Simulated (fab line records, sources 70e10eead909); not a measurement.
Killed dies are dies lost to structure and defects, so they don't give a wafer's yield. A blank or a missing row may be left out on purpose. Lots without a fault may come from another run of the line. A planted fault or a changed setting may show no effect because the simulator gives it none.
One fault seen from 2 desks | flow nand_harc | each desk has only its own numbers; what lay behind them comes last

THE DEFECT DESK
What the inspections along the route counted, lot by lot: means of the sampled wafers that have a number. A lot is out of limits, marked OUT, if its mean lies more than 4 standard deviations from the usual mean; the brackets give that distance.
Columns: A = raw_defect_count at NHARC_A_CHANNEL_HOLE_D2_INSPECT_40, usual 268
lot  | first seen here | A
L821 | day 13 16:25    | 273
L823 | day 14 18:24    | 351
L826 | day 15 11:56    | 298
L828 | day 15 19:12    | 238
L831 | day 17 17:10    | 590
L832 | day 18 04:04    | 430
L837 | day 20 07:12    | 261
L838 | day 20 18:31    | 253
L839 | day 20 23:11    | 199
L840 | day 21 12:16    | 161
This desk's finding: nothing out of limits on any of the 10 lots.

THE TOOL OWNER'S DESK: har_etch-02
The tool's own readings at NHARC_A_CHANNEL_HOLE_D2_ETCH_24 (etches the open film in C4F8/O2/Ar, time 906.2 s, target depth 1500 nm): means of the sampled wafers that have a number, for each lot that ran on this tool. A lot is out of limits, marked OUT, if its mean lies more than 4 standard deviations from the usual mean; the brackets give that distance.
Columns: A = drypump_motor_current_A at NHARC_A_CHANNEL_HOLE_D2_ETCH_24, usual 6.04 A; B = o2_flow_sccm at NHARC_A_CHANNEL_HOLE_D2_ETCH_24, usual 31.21 sccm; C = showerhead_plenum_p_Torr at NHARC_A_CHANNEL_HOLE_D2_ETCH_24, usual 3.59 Torr; D = throttle_valve_pct at NHARC_A_CHANNEL_HOLE_D2_ETCH_24, usual 32.235 %
lot  | first seen here | A    | B     | C    | D
L821 | day 13 12:59    | 5.70 | 31.22 | 3.72 | 32.226
L828 | day 15 15:54    | 5.85 | 31.17 | 3.68 | 32.236
L831 | day 17 13:24    | 5.97 | 31.31 | 3.65 | 32.250
L832 | day 18 00:38    | 5.95 | 31.09 | 3.64 | 32.236
L837 | day 20 03:37    | 6.06 | 31.16 | 3.61 | 32.233
L840 | day 21 08:50    | 5.96 | 31.19 | 3.62 | 32.241
This desk's finding: nothing out of limits on any of the 6 lots.

PUT TOGETHER
The defect desk saw nothing out of limits.
The tool owner's desk saw nothing out of limits.

WHAT THE SIMULATOR HAD PUT IN
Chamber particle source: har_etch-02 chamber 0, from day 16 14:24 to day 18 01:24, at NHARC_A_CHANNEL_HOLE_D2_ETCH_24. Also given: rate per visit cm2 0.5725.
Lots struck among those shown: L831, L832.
